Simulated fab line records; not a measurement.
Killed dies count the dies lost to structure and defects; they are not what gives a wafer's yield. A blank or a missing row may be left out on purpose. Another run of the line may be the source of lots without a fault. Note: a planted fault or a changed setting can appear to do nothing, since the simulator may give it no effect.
3 desks, one fault | flow n5_finfet | numbers are kept per desk, each desk with only its own; the story behind them comes last

== AT THE METROLOGY DESK ==
Means of the sampled wafers that have a number, per lot and without regard to the tool the lot ran on: this is what the gauges read. If a lot's mean is further than 4 standard deviations from the usual mean, the lot is out of limits and carries the mark OUT (the distance appears in the brackets).
Columns: A = cd_nm at N5_BEOL_M10_CD_MEAS_11, usual 63.7 nm; B = M10_OVL at N5_BEOL_M10_OVL_MEAS_12, usual -0.1 nm; C = cd_nm at N5_BEOL_M10_CD_MEAS_18, usual 69.6 nm; D = cd_nm at N5_BEOL_M10_CD_MEAS_28, usual 70.2 nm; E = V9_OVL at N5_BEOL_M10_OVL_MEAS_29, usual 0.2 nm
lot  | first seen here | A    | B    | C    | D    | E
L846 | day 10 21:55    | 64.1 | -0.6 | 70.0 | 69.7 | -0.5
L851 | day 11 15:23    | 63.9 | 1.1  | 69.8 | 70.2 | 0.5
L859 | day 13 18:57    | 64.2 | -1.1 | 70.1 | 71.0 | 0.6
L861 | day 14 13:20    | 63.8 | -0.4 | 69.7 | 72.0 | -0.1
L865 | day 15 05:19    | 63.9 | 0.4  | 69.8 | 69.8 | -0.6
Finding of this desk: none of the 5 lots has anything out of limits.

== THE DEFECT DESK ==
For each lot, the counts of the inspections along the route, averaged over the sampled wafers that have a number. If a lot's mean is further than 4 standard deviations from the usual mean, the lot is out of limits and carries the mark OUT (the distance appears in the brackets).
Columns: A = raw_defect_count at N5_BEOL_M10_INSPECT_13, usual 411; B = raw_defect_count at N5_BEOL_M10_INSPECT_30, usual 406
lot  | first seen here | A   | B
L846 | day 10 21:58    | 388 | 381
L851 | day 11 15:27    | 405 | 400
L859 | day 13 19:00    | 339 | 506
L861 | day 14 13:23    | 423 | 420
L865 | day 15 05:22    | 422 | 442
Finding of this desk: none of the 5 lots has anything out of limits.

== DESK OF THE TOOL OWNER: rie_diel-02 ==
The tool's own readings at N5_BEOL_M10_ETCH_61 (etches SiARC in CF4, target depth 39 nm, time 65 s): means of the sampled wafers that have a number, for each lot that ran on this tool. If a lot's mean is further than 4 standard deviations from the usual mean, the lot is out of limits and carries the mark OUT (the distance appears in the brackets).
Columns: A = drypump_motor_current_A at N5_BEOL_M10_ETCH_61, usual 5.9 A; B = etch_rf_on_time_s at N5_BEOL_M10_ETCH_61, usual 64.6 s; C = oes_product_au at N5_BEOL_M10_ETCH_61, usual 0.70 a.u.; D = rf_vpp_V at N5_BEOL_M10_ETCH_61, usual 184.1 V; E = showerhead_plenum_p_Torr at N5_BEOL_M10_ETCH_61, usual 2.15 Torr; F = throttle_valve_pct at N5_BEOL_M10_ETCH_61, usual 15.60 %
lot  | first seen here | A   | B    | C    | D     | E    | F
L851 | day 11 15:33    | 6.1 | 64.1 | 0.65 | 184.9 | 2.16 | 15.61
L859 | day 13 19:04    | 6.0 | 64.6 | 0.61 | 183.1 | 2.09 | 15.71
Finding of this desk: none of the 2 lots has anything out of limits.

== BROUGHT TOGETHER ==
Metrology desk: nothing out of limits seen.
No out-of-limits result turned up at the defect desk.
Nothing out of limits was seen by the tool owner's desk.

== WHAT THE SIMULATOR HAD INSERTED ==
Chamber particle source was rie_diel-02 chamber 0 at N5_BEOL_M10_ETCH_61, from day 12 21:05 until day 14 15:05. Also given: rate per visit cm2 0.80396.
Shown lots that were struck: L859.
